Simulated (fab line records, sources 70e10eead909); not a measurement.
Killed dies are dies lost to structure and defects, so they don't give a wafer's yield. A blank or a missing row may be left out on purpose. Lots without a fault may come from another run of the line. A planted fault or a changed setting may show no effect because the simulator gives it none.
A struck lot beside a sound one | flow nand_harc | 6 steps out of a route of 1159
Sound: wafers L968.3, L968.4, L968.5. Struck: wafers L980.1, L980.2, L980.4. The cause comes at the end.
At each step with rows: each side's tool, then ch and its chambers, then its first start. Under that, the readings that differ: sound wafers | struck wafers | difference of the means | sigmas: that difference in standard deviations of wafers without a fault.
alike: readings whose means differ by less than 2 such deviations, and words and numbers that are the same on both sides. not compared: withheld readings, readings that some wafer has no value for, bounds like >300 that may hide the same value, and numbers for which the record gives no deviation and whose values overlap.
The two part at a step that has a row with sigmas, a row that says differs or no value, or rows on one side only. Numbers that don't overlap but have no deviation are shown without sigmas and don't part them. A reading that every wafer of one side lacks parts them only if that side has two wafers or more.

NHARC_P_START_INSPECT_01:
  sound on defect_inspect-02, day 2 06:02; struck on defect_inspect-02, day 5 06:02
  alike: raw_defect_count
then, 2 steps without rows for these wafers: NHARC_P_ZERO_WELL_PRECLEAN_00 (cleans in SPM, time 600 s); NHARC_P_ZERO_WELL_SRD_01.
NHARC_P_ZERO_WELL_PECVD_02: deposits SiO2, target thk 10 nm.
  sound on pecvd-02 ch 0,2, day 2 06:33; struck on pecvd-03 ch 0,1,2, day 5 06:31
  reading                      | sound             | struck | difference                    | sigmas
  chamber_pressure_Torr (Torr) | 6.504 6.511 6.490 | - - -  | no value on the struck wafers |
  not compared: since_wet_clean_h
then, 1 step without rows for these wafers: NHARC_P_ZERO_WELL_DEHYDRATE_03 (time 120 s).
-- the record jumps here: 19 days lie between the struck wafers' starts before and after (it left off in module P_ZERO_WELL and takes up again in module END, whose first step shown is number 1159 of the route) --
NHARC_END_SORT_01:
  sound on prober-01 ch 0, day 19 15:07; struck on prober-01 ch 0, day 24 05:45
  alike: killed_at_array, killed_at_other, killed_at_periphery, killed_dies, killed_open, killed_short

WHERE THEY PART
Only at NHARC_P_ZERO_WELL_PECVD_02, within this record. Later steps at which nothing parts them and some readings are alike: NHARC_END_SORT_01.

WHY: what the simulator had put in
Skipped step whole: pecvd-03, from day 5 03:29 on, at NHARC_P_ZERO_WELL_PECVD_02. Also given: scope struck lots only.
